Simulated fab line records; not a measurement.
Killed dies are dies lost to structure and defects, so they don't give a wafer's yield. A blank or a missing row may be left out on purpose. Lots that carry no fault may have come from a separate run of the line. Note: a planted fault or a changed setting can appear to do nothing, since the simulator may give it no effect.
Chamber matching | flow n5-finfet | rie-si-04 running N5_FIN_SAQP_MANDREL1_REMOVE_56: 4 sister chambers
The step chemistry HBr/Cl2/O2, target a-Si, stops on SiNx, bt time 10 s. 18 wafers are shown with their chamber, then 9 later ones without.

## EACH WAFER AND ITS CHAMBER
wafer  | chamber | throttle-valve-pct (%) | drypump-motor-current-A (A) | oes-product-au (a.u.)
L080.1 | 1       | 36.95                  | 5.29                        | 0.988
L080.3 | 2       | 36.63                  | 5.29                        | 0.998
L080.5 | 0       | 36.48                  | 5.16                        | 0.973
L081.1 | 1       | 36.94                  | 5.29                        | 0.981
L081.3 | 3       | 36.97                  | 5.53                        | 1.009
L081.6 | 1       | 36.95                  | 5.29                        | 0.995
L085.2 | 1       | 36.94                  | 5.28                        | 0.988
L085.3 | 2       | 36.61                  | 5.30                        | 0.977
L085.5 | 2       | 36.61                  | 5.29                        | 0.992
L087.1 | 1       | 36.95                  | 5.28                        | 0.979
L087.4 | 0       | 36.48                  | 5.17                        | 0.977
L087.5 | 0       | 36.47                  | 5.17                        | 0.986
L090.1 | 0       | 36.48                  | 5.16                        | 0.969
L090.2 | 3       | 36.96                  | 5.51                        | 0.996
L090.6 | 3       | 36.97                  | 5.52                        | 0.986
L091.1 | 1       | 36.96                  | 5.30                        | 0.985
L091.3 | 3       | 36.97                  | 5.51                        | 0.988
L091.5 | 0       | 36.48                  | 5.17                        | 0.976

SIGNATURES, as means of the wafers listed above
reading                 | chamber 0 | chamber 1 | chamber 2 | chamber 3 | scatter within a chamber
throttle-valve-pct      | 36.4780   | 36.9483   | 36.6167   | 36.9675   | 0.0071
drypump-motor-current-A | 5.1660    | 5.2883    | 5.2933    | 5.5175    | 0.00729
oes-product-au          | 0.97620   | 0.98600   | 0.98900   | 0.99475   | 0.00794
Rule: for a wafer and a chamber, the distance is found by dividing, reading by reading, the gap between the wafer's reading and the chamber's mean by the reading's scatter, squaring, summing and taking the root. If the next closest chamber is less than 2 further off than the closest, the wafer can't be placed; otherwise it belongs to the closest. The scatter: the root of (the sum of the squares of (reading less its chamber's mean) over the shown wafers, divided by (wafers less chambers)).

## WAFERS MISSING THEIR CHAMBER
wafer  | throttle-valve-pct (%) | drypump-motor-current-A (A) | oes-product-au (a.u.)
L093.1 | 36.47                  | 5.15                        | 0.982
L093.4 | 36.62                  | 5.29                        | 0.978
L093.5 | 36.94                  | 5.28                        | 0.988
L094.1 | 36.61                  | 5.27                        | 0.983
L094.5 | 36.97                  | 5.53                        | 0.997
L094.6 | 36.62                  | 5.27                        | 0.991
L097.1 | 36.99                  | 5.52                        | 1.000
L097.3 | 36.62                  | 5.28                        | 0.985
L097.5 | 36.97                  | 5.49                        | 0.994

## WHICH CHAMBER EACH ONE RAN IN
wafer  | from the rows above | in truth
L093.1 | 0                   | 0
L093.4 | 2                   | 2
L093.5 | 1                   | 1
L094.1 | 2                   | 2
L094.5 | 3                   | 3
L094.6 | 2                   | 2
L097.1 | 3                   | 3
L097.3 | 2                   | 2
L097.5 | 3                   | 3
9 of 9 placed correctly. Can't be placed from these rows: 0. 0 placed wrongly.
